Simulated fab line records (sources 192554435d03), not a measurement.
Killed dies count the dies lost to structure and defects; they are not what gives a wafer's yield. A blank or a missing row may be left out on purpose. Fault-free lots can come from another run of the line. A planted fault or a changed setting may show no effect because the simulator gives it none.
Matching of chambers + flow n5 finfet + N5_PMOS_HMC_CHANNEL_EPI_HM_OPEN_15 on rie diel-01: 4 sister chambers
The step chemistry CHF3/O2, target SiO2, target depth 40.6 nm, time 20.3 s. 4 wafers are shown with their chamber, then 12 later ones without.

## WAFERS WITH THEIR CHAMBER
| wafer  | chamber | showerhead plenum p Torr (Torr) |
|--------|---------|---------------------------------|
| L087.6 | 1       | 2.31                            |
| L088.2 | 0       | 2.44                            |
| L088.5 | 3       | 2.38                            |
| L088.6 | 2       | 2.43                            |

## WAFERS WITHOUT THEIR CHAMBER
| wafer  | showerhead plenum p Torr (Torr) |
|--------|---------------------------------|
| L090.1 | 2.31                            |
| L090.3 | 2.37                            |
| L090.5 | 2.30                            |
| L093.2 | 2.37                            |
| L093.5 | 2.30                            |
| L093.6 | 2.44                            |
| L094.1 | 2.42                            |
| L094.2 | 2.44                            |
| L094.3 | 2.37                            |
| L094.4 | 2.44                            |
| L094.5 | 2.37                            |
| L094.6 | 2.42                            |

## THE CHAMBER EACH PASSED THROUGH
| wafer  | from the rows above     | in truth |
|--------|-------------------------|----------|
| L090.1 | 1                       | 1        |
| L090.3 | 3                       | 3        |
| L090.5 | 1                       | 1        |
| L093.2 | 3                       | 3        |
| L093.5 | 1                       | 1        |
| L093.6 | can't be placed: 0 or 2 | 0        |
| L094.1 | can't be placed: 2 or 0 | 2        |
| L094.2 | can't be placed: 0 or 2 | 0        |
| L094.3 | 3                       | 3        |
| L094.4 | can't be placed: 0 or 2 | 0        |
| L094.5 | 3                       | 3        |
| L094.6 | can't be placed: 2 or 0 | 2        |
Correctly placed: 7 of 12. Not placeable from these rows: 5 (in 5, the candidates include the true chamber). Number placed wrongly: 0.
How it was worked out, from the rows above alone: a wafer's distance from a chamber is the root of the sum, over the readings, of the square of ((its reading less the chamber's mean) divided by the reading's scatter). If the next closest chamber is less than 2 further off than the closest, the wafer can't be placed; otherwise it belongs to the closest. For every chamber, the mean is computed from those of its wafers that are shown. The scatter (one wafer shown for each chamber): square how far every hidden wafer sits from the nearest shown wafer, average those squares and take the square root.
